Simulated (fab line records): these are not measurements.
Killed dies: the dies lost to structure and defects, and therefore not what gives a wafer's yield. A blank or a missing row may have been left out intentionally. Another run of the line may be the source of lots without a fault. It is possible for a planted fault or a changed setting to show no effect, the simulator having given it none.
fab line records	flow n5_finfet
record: lots: 3	wafers: 8	last_day: 17
route steps=1938 shown BEOL_M3@1012 BEOL_M4@1021 PASSIVATION@1936
lots with no fault: from the same line, run without faults
start_h: start of the lot's first displayed wafer, in hours after the record's first day	wait_h: hours elapsed since this lot's preceding step	" same as the row above	L1.1+2: one row covering several wafers at once	- no value present, or no start provided	* or withheld: withheld	< > ~ a bound
route shown NAME@n: NAME is a module with steps in the file, n the number in the route of the first one	usual: the fault-free wafers' mean and standard deviation	same: alike in all rows	chamber/n: place in a boat	sites: per-site readings	_std_site: how widely they spread, as a standard deviation	_edge_site: inner sites' mean taken away from outer sites' mean	radius_mm: for every site, how far away it sits from the centre of the wafer	mask NAME#n: copy n	behind: the tool/chamber that last shaped the wafer	hold: why the lot went on hold/how many hours it stayed there/how the hold came to an end	device: whichever transistor did not switch (one of n, p or np)	end of line: the tests these same wafers got at the end of their route	a step without rows: its recipe alone	killed: dies that structure and defects cost at the first sort, which is not the same as the wafer's yield	map: the dies of a wafer, with x for killed, . for not killed, _ for no die there
set.NAME: the setting as run; set.NAME@STEP: as run at that earlier step	model.NAME: the simulator's own value behind a step, which no gauge read
lots at selected steps of the route; one table per step, one row per wafer
services: the hour from which a tool's chamber was out of use, counted from the record's first day as start_h (under 0 if before that day), plus the number of hours and why
== steps ==
step: N5_BEOL_M3_ANNEAL_51
recipe: temp_c: 225	time_s: 90	ambient: N2
step: N5_BEOL_M3_CMP_52
recipe: stop_on: SiOC	t_overpolish_s: 6.8	down_force_psi: 1	platen_rpm: 50	clearing_platen_down_force_psi: 1.5	clearing_platen_rpm: 50	post_cmp_clean: cu_alkaline	target_thk_nm: 40	clearing_platen_pad_velocity_m_s: 0.99484	pad_velocity_m_s: 0.99484
step: N5_BEOL_M3_PRE_CLEAN_60
recipe: gas: NH3/H2	time_s: 15	temp_c: *	rf_power_w: 300
step: N5_BEOL_M3_CO_CAP_55
recipe: material: Co	target_thk_a: 20	temp_c: 200	precursor: CCTBA/H2	pressure_torr: 30	time_s: 102.1
step: N5_BEOL_M3_PRE_CLEAN_56
recipe: gas: NH3	time_s: 15	temp_c: withheld	rf_power_w: 300
step: N5_BEOL_M3_DEP_57
recipe: material: SiCN	target_thk_a: 80	temp_c: withheld	precursor: 3MS/NH3	pressure_torr: 3	rf_w: 202	time_s: 14
step: N5_BEOL_M4_ILD_DEP_00
recipe: material: SiOC	target_thk_a: 790	temp_c: 350	precursor: DEMS/O2	pressure_torr: 5	rf_w: 500	time_s: 15.3
step: N5_BEOL_M4_PECVD_72
recipe: material: SiO2	target_thk_a: 160	temp_c: 400	precursor: TEOS/O2	pressure_torr: 5.5	rf_w: 450	teos_flow_sccm: 53.8	gas: O2	flow_sccm: 3000	time_s: 18
step: N5_BEOL_M4_HM_DEP_02
recipe: material: TiN	target_thk_a: 200	temp_c: 25	chamber_pressure_pa: 0.49996
usual: chamber_pressure_pa: 0.4999/0.0011	susceptor_temp_C: 25.01/0.11	throttle_valve_pct: 29.7/0.89
lot.wafer	tool	chamber	start_h	wait_h	chamber_pressure_pa	susceptor_temp_C	throttle_valve_pct	model.TiN_of_BEOL_M4_HM_DEP_02.thk_nm
L387.4	pvd_sputter-02	-	181.72	0.0	0.4988	25.07	27.9	19.8
L387.5	"	-	"	"	0.4977	24.90	29.1	20
L387.6	"	-	"	"	0.4980	25.02	28.0	19.8
L397.1	pvd_sputter-02	-	250.54	0.1	0.4997	24.88	28.9	20.2
L397.3	"	-	"	"	0.5000	24.90	30.9	20.4
L400.2	pvd_sputter-02	-	264.35	0.1	0.5009	25.10	29.0	19.8
L400.5	"	-	"	"	0.5019	25.14	28.8	32.2
L400.6	"	-	"	"	0.5006	24.93	27.8	19.4
step: N5_BEOL_M4_COAT_61
recipe: resist: SOC	temp_c: 250	time_s: 60	spin_rpm: 1500	resist_thk_nm: 60
step: N5_BEOL_M4_COAT_62
recipe: resist: SiARC	temp_c: 220	time_s: 60	spin_rpm: 1500	resist_thk_nm: 12
step: N5_BEOL_M4_COAT_73
recipe: resist: underlayer	temp_c: 205	time_s: 60	spin_rpm: 1500	resist_thk_nm: 5
step: N5_BEOL_M4_COAT_05
recipe: resist: CAR-EUV	spin_rpm: 1500	resist_thk_nm: 30
step: N5_BEOL_M4_EBR_07
recipe: solvent: PGMEA	ebr_width_mm: 1.5
step: N5_BEOL_M4_SOFTBAKE_06
recipe: temp_c: 110	time_s: 60	resist: CAR-EUV
step: N5_BEOL_M4_EXPOSE_08
recipe: mask_id: M4	na: 0.33	source_shape: dipole	sigma_inner: 0.369	sigma_outer: 0.767	polarization: unpolarized	dose_mj: 41.25
step: N5_BEOL_M4_PEB_09
recipe: peb_temp_c: 100	peb_time_s: 60	resist: CAR-EUV
step: N5_BEOL_M4_DEVELOP_10
recipe: develop_time_s: 30	developer: TMAH	resist: CAR-EUV	rinse_liquid: surfactant_rinse	dry: air_spin	dev_temp_c: 23
step: N5_BEOL_M4_DESCUM_16
recipe: chemistry: O2	time_s: 7	source_power_w: 50	bias_power_w: 20	pressure_mtorr: 20	rf_frequency_hz: 2.712e+07	temp_c: 40	resist: CAR-EUV	o2_flow_sccm: 225
step: N5_BEOL_M4_ETCH_74
recipe: chemistry: N2/H2	target: underlayer	target_depth_a: 65	mask_material: CAR-EUV	time_s: 5.2	ion_energy_ev: 200	pressure_mtorr: 30	source_w: 840	bias_w: 150	n2_flow_sccm: 200	h2_flow_sccm: 200	ends: cleared
step: N5_BEOL_M4_ETCH_63
recipe: chemistry: CF4	target: SiARC	target_depth_a: 156	mask_material: CAR-EUV	time_s: 26	ion_energy_ev: 80	pressure_mtorr: 40	source_w: 545	bias_w: 36	Ar_flow_sccm: 100	cf4_flow_sccm: 100	ends: cleared
step: N5_BEOL_M4_ETCH_64
recipe: chemistry: N2/H2	target: SOC	target_depth_a: 750	overetch_a: 225	mask_material: SiARC	temp_c: 40	time_s: 121.9	ion_energy_ev: 200	pressure_mtorr: 30	source_w: 840	bias_w: 150	n2_flow_sccm: 200	h2_flow_sccm: 200
step: N5_BEOL_M4_STRIP_65
recipe: chemistry: N2/H2	temp_c: 40	n2_flow_sccm: 200	h2_flow_sccm: 200	rf_frequency_hz: 6e+07
step: N5_BEOL_M4_STRIP_75
recipe: chemistry: N2/H2	temp_c: 40	n2_flow_sccm: 200	h2_flow_sccm: 200	rf_frequency_hz: 6e+07
step: N5_BEOL_M4_STRIP_66
recipe: chemistry: CF4	resist: SiARC	power_w: 300	bias_power_w: 75	pressure_mtorr: 50	cf4_flow_sccm: 150	rf_frequency_hz: 6e+07
step: N5_BEOL_M4_HM_OPEN_17
recipe: chemistry: Cl2/BCl3	target_depth_a: 200	overetch_a: 60	target: TiN	mask_material: SOC	ion_energy_ev: 150	pressure_mtorr: 10	icp_w: 1000	bias_w: 126	Cl2_flow_sccm: 53.25	bcl3_flow_sccm: 21.75	Ar_flow_sccm: 25
usual: bias_w: 126.0/0.36	drypump_motor_current_A: 5.8/0.36	he_backside_leak_sccm: 3.27/0.17	oes_product_au: 0.67/0.063	rf_fwd_power_W: 993/3.3	throttle_valve_pct: 21.97/0.25
lot.wafer	tool	chamber	start_h	wait_h	bias_w	drypump_motor_current_A	he_backside_leak_sccm	oes_product_au	rf_fwd_power_W	rf_hours_counter_h	throttle_valve_pct	model.etch.depth_nm
L387.4	rie_metal-02	1	183.10	0.1	125.6	6.4	3.53	0.65	995	-	21.59	19.71
L387.5	"	0	"	"	125.8	5.6	3.23	0.66	989	-	21.87	20.08
L387.6	"	1	"	"	126.3	6.3	3.59	0.64	993	-	21.61	19.72
L397.1	rie_metal-02	0	251.44	0.0	126.8	5.6	2.92	0.64	997	54	21.90	20.1
L397.3	"	0	"	"	126.6	5.6	2.98	0.64	997	-	21.89	20.49
L400.2	rie_metal-01	1	265.12	0.0	125.9	5.5	3.26	0.79	995	7	22.23	19.7
L400.5	"	0	"	"	125.9	5.1	3.03	0.87	995	-	22.08	26.38
L400.6	"	1	"	"	126.2	5.5	3.27	0.79	991	-	22.23	19.49
step: N5_BEOL_M4_STRIP_19
recipe: chemistry: O2	power_w: 400	temp_c: 40	pressure_mtorr: 30	rf_frequency_hz: 6e+07	bias_power_w: 0	overash_fraction: 0.2	o2_flow_sccm: 225
step: N5_BEOL_M4_COAT_67
recipe: resist: SOC	temp_c: 250	time_s: 60	spin_rpm: 1500	resist_thk_nm: 60
step: N5_BEOL_M4_COAT_68
recipe: resist: SiARC	temp_c: 220	time_s: 60	spin_rpm: 1500	resist_thk_nm: 12
step: N5_BEOL_M4_COAT_76
recipe: resist: underlayer	temp_c: 205	time_s: 60	spin_rpm: 1500	resist_thk_nm: 5
step: N5_BEOL_M4_COAT_22
recipe: resist: CAR-EUV	spin_rpm: 1500	resist_thk_nm: 30
step: N5_BEOL_M4_EBR_24
recipe: solvent: PGMEA	ebr_width_mm: 1.5
step: N5_BEOL_M4_SOFTBAKE_23
recipe: temp_c: 110	time_s: 60	resist: CAR-EUV
step: N5_BEOL_M4_EXPOSE_25
recipe: mask_id: V3	na: 0.33	source_shape: quasar	sigma_inner: 0.2	sigma_outer: 0.8	polarization: unpolarized	defocus_nm: 5	dose_mj: 63
step: N5_BEOL_M4_ETCHBACK_99
recipe: chemistry: CHF3	target: SiO2	target_depth_a: 50	time_s: 10.4	source_w: 215	bias_w: 47	Ar_flow_sccm: 200	CHF3_flow_sccm: 12	ion_energy_ev: 100	pressure_mtorr: 30
usual: bias_w: 46.97/0.13	drypump_motor_current_A: 5.5/0.42	oes_product_au: 0.79/0.066	rf_fwd_power_W: 211.9/1	rf_vpp_V: 244/4.8	showerhead_plenum_p_Torr: 2.19/0.077	throttle_valve_pct: 17.07/0.25
lot.wafer	tool	chamber	start_h	wait_h	bias_w	drypump_motor_current_A	oes_product_au	rf_fwd_power_W	rf_hours_counter_h	rf_vpp_V	showerhead_plenum_p_Torr	throttle_valve_pct
L387.4	rie_diel-01	3	186.05	2.0	46.89	5.7	0.76	212.5	120	240	2.17	17.40
L387.5	"	3	"	"	46.94	5.7	0.76	213.4	-	239	2.17	17.39
L387.6	"	0	"	"	47.12	6.0	0.69	213.3	-	245	2.01	17.30
L397.1	rie_diel-05	3	255.75	3.1	47.21	5.1	0.81	211.0	110	248	2.15	17.12
L397.3	"	2	"	"	47.12	5.1	0.93	212.1	14	243	2.19	16.62
L400.2	rie_diel-02	2	280.59	14.6	46.84	6.4	0.81	212.7	86	238	2.29	17.16
L400.5	"	0	"	"	46.97	4.9	0.28	212.6	-	249	2.11	16.90
L400.6	"	1	"	"	47.11	5.0	0.75	212.6	-	240	2.27	17.16
step: N5_BEOL_M4_TRENCH_ETCH_37
recipe: chemistry: C4F6/O2	target_depth_a: 555.55	target: SiOC	time_s: 29.2	ion_energy_ev: 250	pressure_mtorr: 30	source_w: 355	bias_w: 185	Ar_flow_sccm: 300	C4F6_flow_sccm: 10	O2_flow_sccm: 10
usual: O2_flow_sccm: 10.00/0.032	bias_w: 185.0/0.55	drypump_motor_current_A: 5.5/0.42	oes_product_au: 0.80/0.067	rf_fwd_power_W: 348.7/1.9	rf_vpp_V: 674/13	showerhead_plenum_p_Torr: 2.89/0.098	throttle_valve_pct: 20.86/0.28
lot.wafer	tool	chamber	start_h	wait_h	O2_flow_sccm	bias_w	drypump_motor_current_A	oes_product_au	rf_fwd_power_W	rf_hours_counter_h	rf_vpp_V	showerhead_plenum_p_Torr	throttle_valve_pct	model.TiN_of_BEOL_M4_HM_DEP_02.thk_nm
L387.4	rie_diel-01	3	-	-	10.01	185.6	5.7	0.76	348.9	121	660	2.87	21.23	17.4
L387.5	"	3	"	"	10.00	185.0	5.7	0.77	348.4	-	660	2.87	21.22	17.8
L387.6	"	0	"	"	10.02	184.3	6.0	0.69	349.8	-	680	2.67	21.01	17.4
L397.1	rie_diel-05	3	-	-	9.99	185.0	5.1	0.82	347.6	110	683	2.85	20.91	17.8
L397.3	"	2	"	"	9.95	185.5	5.2	0.94	347.1	14	670	2.89	20.44	18.2
L400.2	rie_diel-02	2	-	-	9.95	183.8	6.4	0.81	349.2	87	656	3.02	21.01	17.4
L400.5	"	0	"	"	9.95	185.5	4.9	0.74	348.7	-	689	2.80	20.65	29.8
L400.6	"	1	"	"	9.99	185.5	5.0	0.75	349.3	-	669	3.00	21.01	17.2
step: N5_BEOL_M4_ETCH_41
recipe: chemistry: CH3F/O2	target: SiCN	target_depth_a: 299	taper_deg: 2	time_s: 52.5	ion_energy_ev: 120	mask_material: TiN	pressure_mtorr: 30	source_w: 395	bias_w: 75	Ar_flow_sccm: 150	CH3F_flow_sccm: 30	O2_flow_sccm: 20
usual: O2_flow_sccm: 20.00/0.063	bias_w: 74.99/0.21	drypump_motor_current_A: 5.5/0.42	oes_product_au: 0.80/0.066	rf_fwd_power_W: 390.1/1.7	rf_vpp_V: 298.0/1.6	showerhead_plenum_p_Torr: 2.03/0.072	throttle_valve_pct: 16.32/0.24
lot.wafer	tool	chamber	start_h	wait_h	O2_flow_sccm	bias_w	drypump_motor_current_A	oes_product_au	rf_fwd_power_W	rf_hours_counter_h	rf_vpp_V	showerhead_plenum_p_Torr	throttle_valve_pct
L387.4	rie_diel-01	3	-	-	19.96	75.20	5.7	0.76	391.7	121	297.2	2.02	16.63
L387.5	"	3	"	"	20.01	74.97	5.7	0.76	389.0	-	297.8	2.02	16.64
L387.6	"	0	"	"	20.00	74.97	6.1	0.69	393.6	-	295.0	1.87	16.55
L397.1	rie_diel-05	3	-	-	20.05	74.94	5.1	0.81	390.1	110	295.6	2.01	16.37
L397.3	"	2	"	"	19.97	75.12	5.2	0.94	388.4	14	297.4	2.04	15.89
L400.2	rie_diel-02	2	-	-	19.90	75.16	6.4	0.80	391.2	87	300.4	2.13	16.40
L400.5	"	0	"	"	20.00	74.93	4.9	0.27	391.8	-	298.3	1.97	16.19
L400.6	"	1	"	"	19.99	75.06	5.0	0.76	392.1	-	299.3	2.11	16.38
step: N5_BEOL_M4_OCD_MEAS_38
usual: trench_depth_nm: 55.2/1.4
lot.wafer	tool	chamber	start_h	wait_h	trench_depth_nm
L387.4	ocd-02	-	186.45	-	54.0
L387.5	"	-	"	"	54.9
L387.6	"	-	"	"	54.7
L397.1	ocd-02	-	256.15	-	55.8
L397.3	"	-	"	"	55.5
L400.2	ocd-01	-	280.98	-	55.3
L400.5	"	-	"	"	0.8
L400.6	"	-	"	"	53.4
step: N5_BEOL_M4_CD_MEAS_35
recipe: target_cd_nm: 18	target_cd_y_nm: 22.4	polarity: opening
usual: cd_nm: 18.1/0.42
lot.wafer	tool	chamber	start_h	wait_h	cd_nm
L387.4	cd_sem-02	-	186.61	0.0	18.5
L387.5	"	-	"	"	18.2
L387.6	"	-	"	"	18.7
L397.1	cd_sem-01	-	256.31	0.0	17.6
L397.3	"	-	"	"	17.8
L400.2	cd_sem-02	-	281.14	0.0	18.7
L400.5	"	-	"	"	-
L400.6	"	-	"	"	17.8
step: N5_BEOL_M4_THK_MEAS_53
recipe: thk_meas_gauge: xrf	reads: Cu_of_BEOL_M4_ECD_50
usual: M4_THK: 39.9/2.1
lot.wafer	tool	chamber	start_h	wait_h	M4_THK[nm]
L387.4	film_metro-02	-	190.53	-	38.6
L387.5	"	-	"	"	39.4
L387.6	"	-	"	"	39.8
L397.1	film_metro-02	-	260.98	-	41.7
L397.3	"	-	"	"	41.1
L400.2	film_metro-01	-	284.36	-	42.0
L400.5	"	-	"	"	-
L400.6	"	-	"	"	36.4
step: N5_BEOL_M4_RC_MEAS_101
usual: DIBL_N: 37.4/2.1	DIBL_P: 37.8/2.5	IOFF_N: 0.19/0.045	IOFF_P: 0.24/0.05	ION_N: 682/16	ION_P: 467/11	SS_N: 71.9/0.67	SS_P: 73.6/0.76	VT_N: 247/3.6	VT_P: -248/3.6
lot.wafer	tool	chamber	start_h	wait_h	DIBL_N[mV/V]	DIBL_P[mV/V]	IOFF_N[nA/um]	IOFF_P[nA/um]	ION_N[uA/um]	ION_P[uA/um]	SS_N[mV/dec]	SS_P[mV/dec]	VT_N[mV]	VT_P[mV]
L387.4	prober-02	0	191.56	0.5	34.0	35.7	0.15	0.22	661	465	71.8	73.2	247	-249
L387.5	"	0	"	"	35.2	37.0	0.16	0.25	685	480	71.8	73.4	246	-246
L387.6	"	0	"	"	36.0	35.8	0.17	0.22	683	470	71.3	73.1	247	-247
L397.1	prober-01	0	261.29	0.0	38.6	36.9	0.18	0.22	676	465	73.1	73.8	249	-252
L397.3	"	0	"	"	39.5	38.3	0.22	0.26	673	466	72.5	74.4	247	-247
L400.2	prober-02	0	284.82	0.2	38.0	38.6	0.17	0.24	683	465	71.3	72.7	250	-248
L400.6	"	0	"	"	41.1	42.3	0.26	0.31	700	478	72.8	74.1	243	-246
step: N5_PASSIVATION_PROBE_49
usual: defect_limited_yield: 90.9/1.6	killed_at_M0_to_M3: 34/10	killed_at_M4_up: 13/5.4	killed_at_contacts: 13/6	killed_at_front_end: 42/13	killed_at_other: 4/3.2	killed_dies: 107/18	killed_on_rim: 14/4.2	killed_open: 69/14	killed_short: 35/7.7	sort_bin_4_leakage: 0.02/0.17	sort_bin_5_function: 5.3/1	sort_bin_6_memory: 3.3/0.75	sort_n_pass: 1073/19	sort_yield_pct: 90.9/1.6
same: gross_dies: 1180	killed_at_back_side: 0	sort_bin_8_speed[%]: 0
lot.wafer	tool	chamber	start_h	wait_h	defect_limited_yield[%]	killed_at_M0_to_M3	killed_at_M4_up	killed_at_contacts	killed_at_front_end	killed_at_other	killed_dies	killed_on_rim	killed_open	killed_short	sort_bin_4_leakage[%]	sort_bin_5_function[%]	sort_bin_6_memory[%]	sort_n_pass	sort_yield_pct[%]
L397.1	prober-02	-	357.07	0.0	91.5	30	24	12	27	7	100	13	64	34	0	4.7	3.5	1080	91.5
L397.3	prober-02	-	357.17	0.1	90.7	31	29	6	40	4	110	15	83	24	0	6.1	2.8	1070	90.7
L400.2	prober-02	-	407.83	0.1	90.9	22	16	22	47	0	107	16	60	30	0	4.3	3.2	1073	90.9
L400.5	prober-02	-	407.98	0.2	0	38	1108	5	25	4	1180	152	47	32	0	96.9	2.9	0	0
L400.6	prober-02	-	408.03	0.3	92.0	27	16	11	40	0	94	12	61	22	0.34	5.2	2.5	1082	91.7
killed by level:class
L397.1 BEOL_M3:geometric_particle:open=10 BEOL_M4:geometric_particle:open=9 MOL_CONTACT_COAG:geometric_particle:open=9 STI_FIN_REVEAL:geometric_particle:open=6 ILD0:geometric_particle:open=4 BEOL_M0_SAQP:geometric_particle:open=4 BEOL_M0:geometric_particle:open=4 BEOL_M0:geometric_particle:short=4
L397.3 BEOL_M4:geometric_particle:open=11 FIN_SAQP:geometric_particle:open=10 DUMMY_GATE:geometric_particle:open=9 BEOL_M1:geometric_particle:open=9 BEOL_M0_SAQP:geometric_particle:open=7 STI_FIN_REVEAL:geometric_particle:open=5 BEOL_M3:geometric_particle:open=5 DUMMY_GATE:geometric_particle:short=4
L400.2 MOL_CONTACT_COAG:geometric_particle:open=14 HKMG_FIN:area_etch=12 STI_FIN_REVEAL:geometric_particle:open=9 MOL_CONTACT_COAG:geometric_particle:short=8 DUMMY_GATE:geometric_particle:open=7 FIN_SAQP:geometric_particle:short=6 BEOL_M1:geometric_particle:open=6 BEOL_M3:geometric_particle:open=5
L400.5 BEOL_M4:area_open=1101 BEOL_M0_SAQP:geometric_particle:short=12 BEOL_M1:geometric_particle:open=10 BEOL_M0_SAQP:geometric_particle:open=8 DUMMY_GATE:geometric_particle:open=5 BEOL_M2:geometric_particle:open=5 FIN_SAQP:geometric_particle:open=4 FIN_SAQP:geometric_particle:short=4
L400.6 BEOL_M3:geometric_particle:open=14 FIN_CUT:area_etch=11 MOL_CONTACT_COAG:geometric_particle:open=9 FIN_SAQP:geometric_particle:open=7 STI_FIN_REVEAL:geometric_particle:open=7 BEOL_M4:geometric_particle:open=7 BEOL_M1:geometric_particle:open=7 GATE_CUT:geometric_particle:short=5
map L400.5 (x killed, . not)
_________________xxxxxxxxxxxx________________
______________xxxxxxxxxxxxxxxxxx_____________
___________xxxxxxxxxxxxxxxxxxxxxxxx__________
__________xxxxxxxxxxxxxxxxxxxxxxxxxx_________
________xxxxxxxxxxxxxxxxxxxxxxxxxxxxxx_______
_______xxxxxxxxxxxxxxxxxxxxxxxxxxxxxxxx______
______xxxxxxxxxxxxxxxxxxxxxxxxxxxxxxxxxx_____
_____xxxxxxxxxxxxxxxxxxxxxxxxxxxxxxxxxxxx____
____xxxxxxxxxxxxxxxxxxxxxxxxxxxxxxxxxxxxxx___
___xxxxxxxxxxxxxxxxxxxxxxxxxxxxxxxxxxxxxxxx__
___xxxxxxxxxxxxxxxxxxxxxxxxxxxxxxxxxxxxxxxx__
__xxxxxxxxxxxxxxxxxxxxxxxxxxxxxxxxxxxxxxxxxx_
__xxxxxxxxxxxxxxxxxxxxxxxxxxxxxxxxxxxxxxxxxx_
_xxxxxxxxxxxxxxxxxxxxxxxxxxxxxxxxxxxxxxxxxxxx
_xxxxxxxxxxxxxxxxxxxxxxxxxxxxxxxxxxxxxxxxxxxx
_xxxxxxxxxxxxxxxxxxxxxxxxxxxxxxxxxxxxxxxxxxxx
_xxxxxxxxxxxxxxxxxxxxxxxxxxxxxxxxxxxxxxxxxxxx
_xxxxxxxxxxxxxxxxxxxxxxxxxxxxxxxxxxxxxxxxxxxx
_xxxxxxxxxxxxxxxxxxxxxxxxxxxxxxxxxxxxxxxxxxxx
_xxxxxxxxxxxxxxxxxxxxxxxxxxxxxxxxxxxxxxxxxxxx
_xxxxxxxxxxxxxxxxxxxxxxxxxxxxxxxxxxxxxxxxxxxx
__xxxxxxxxxxxxxxxxxxxxxxxxxxxxxxxxxxxxxxxxxx_
__xxxxxxxxxxxxxxxxxxxxxxxxxxxxxxxxxxxxxxxxxx_
___xxxxxxxxxxxxxxxxxxxxxxxxxxxxxxxxxxxxxxxx__
___xxxxxxxxxxxxxxxxxxxxxxxxxxxxxxxxxxxxxxxx__
____xxxxxxxxxxxxxxxxxxxxxxxxxxxxxxxxxxxxxx___
_____xxxxxxxxxxxxxxxxxxxxxxxxxxxxxxxxxxxx____
______xxxxxxxxxxxxxxxxxxxxxxxxxxxxxxxxxx_____
_______xxxxxxxxxxxxxxxxxxxxxxxxxxxxxxxx______
________xxxxxxxxxxxxxxxxxxxxxxxxxxxxxx_______
__________xxxxxxxxxxxxxxxxxxxxxxxxxx_________
___________xxxxxxxxxxxxxxxxxxxxxxxx__________
______________xxxxxxxxxxxxxxxxxx_____________
_________________xxxxxxxxxxxx________________
map L387.6 (x killed, . not)
_________________............________________
______________.x.x..x.......x..._____________
___________.......x...............x__________
__________..........x..............._________
________x.....x...x......x...x........_______
_______............x...................______
______.....x..........x..x.......x......_____
_____.x........x.........................____
____.x...........x.....x...........x...xx.___
___.........x.........x.x..................__
___.x..............x....x.................x__
__...x..x.......x..x........................_
__.x...............x........................_
_....x...............................x..x....
_...x.......x....xx.....x........x.x.........
_.......x.x.............................x....
_x...x..x..........x.......x.................
_..x.......x..............x..........xx......
_........x...........x.........x.............
_..x.................x..x.........x..x....x..
_............x.....x.......x........x.x......
__.....................x....x........x......_
__...........x..xx.x.......x...x.........xx._
___.....................x..................__
___.................x.x.x.x.........x......__
____.....x....x.x..xx....x................___
_____..........................x.........____
______.................................._____
_______...........x................x...______
________.....x.........x....x........x_______
__________.x......................x._________
___________.............x..........__________
______________.................x_____________
_________________..x.........________________
== services ==
tool	chamber	start_h	hours	kind
rie_diel-05	2	159.38	5.2	repair
rie_metal-01	-	167.32	2.4	repair
rie_diel-02	1	170.92	3.2	repair
rie_metal-01	1	182.03	-	clean
rie_metal-01	1	182.03	18.0	scheduled_down
rie_metal-01	1	182.03	18.0	vent_cycle
rie_diel-05	2	185.33	-	clean
rie_diel-05	2	185.33	-	consumable_replace:focus_ring
rie_diel-05	2	185.33	22.6	scheduled_down
rie_diel-05	2	185.33	22.6	vent_cycle
rie_diel-01	0	194.65	-	clean
rie_diel-01	0	194.65	-	consumable_replace:focus_ring
rie_diel-01	0	194.65	-	consumable_replace:showerhead
rie_diel-01	0	194.65	18.3	scheduled_down
rie_diel-01	0	194.65	18.3	vent_cycle
rie_diel-02	-	201.05	2.8	pm
rie_diel-05	3	264.39	4.8	repair
rie_metal-01	-	272.73	0.1	repair
rie_diel-05	-	272.79	2.8	pm
== key ==
first_sign: step: N5_BEOL_M4_HM_OPEN_17	reading: oes_product_au	direction: up	sigmas: 3.3	usual: 0.67	struck: 0.87
effect: step: N5_BEOL_M4_ETCHBACK_99	reading: oes_product_au	direction: down	sigmas: 7.8	usual: 0.79	struck: 0.28
effect: step: N5_BEOL_M4_ETCH_41	reading: oes_product_au	direction: down	sigmas: 7.9	usual: 0.80	struck: 0.27
effect: step: N5_BEOL_M4_OCD_MEAS_38	reading: trench_depth_nm	direction: down	sigmas: 39	usual: 55.2	struck: 0.8
effect: step: N5_BEOL_M4_CD_MEAS_35	reading: cd_nm	direction: missing
effect: step: N5_BEOL_M4_THK_MEAS_53	reading: M4_THK	direction: missing
effect: step: N5_PASSIVATION_PROBE_49	reading: killed_at_M4_up	direction: up	sigmas: 99+	usual: 13	struck: 1108
model_effect: step: N5_BEOL_M4_HM_DEP_02	value: TiN_of_BEOL_M4_HM_DEP_02.thk_nm	without: 19.6	struck: 32.2
model_effect: step: N5_BEOL_M4_HM_OPEN_17	value: etch.depth_nm	without: 19.59	struck: 26.38
model_effect: step: N5_BEOL_M4_TRENCH_ETCH_37	value: TiN_of_BEOL_M4_HM_DEP_02.thk_nm	without: 17.2	struck: 29.8
more_kills_born_at: N5_BEOL_M4_HM_OPEN_17@rie_metal-01: 1101
met_at N5_BEOL_M4_HM_DEP_02
struck_wafers L400.5
later_rows_left_out L400.5
baseline_loss: step: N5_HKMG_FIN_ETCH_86	wafers: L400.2
baseline_loss: step: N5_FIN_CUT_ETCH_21	wafers: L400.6
onset_between 250.54 264.35
fault: kind: process_parameter_drift	tool: pvd_sputter-02	chamber: -	onset_h: 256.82	steps: N5_BEOL_M4_HM_DEP_02	channel: target_thk_a	offset: *	shape: step	end_h: 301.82	scope: struck_wafers_only	acts_in: *	stated: *
later_rows_left_out: the simulator's readings of these wafers behind a module that went badly wrong aren't trusted and aren't shown, but for the sort
baseline_loss: these wafers lose ten dies or more at that step, a loss of the line's own and not of a fault; the sort's usual values leave them out
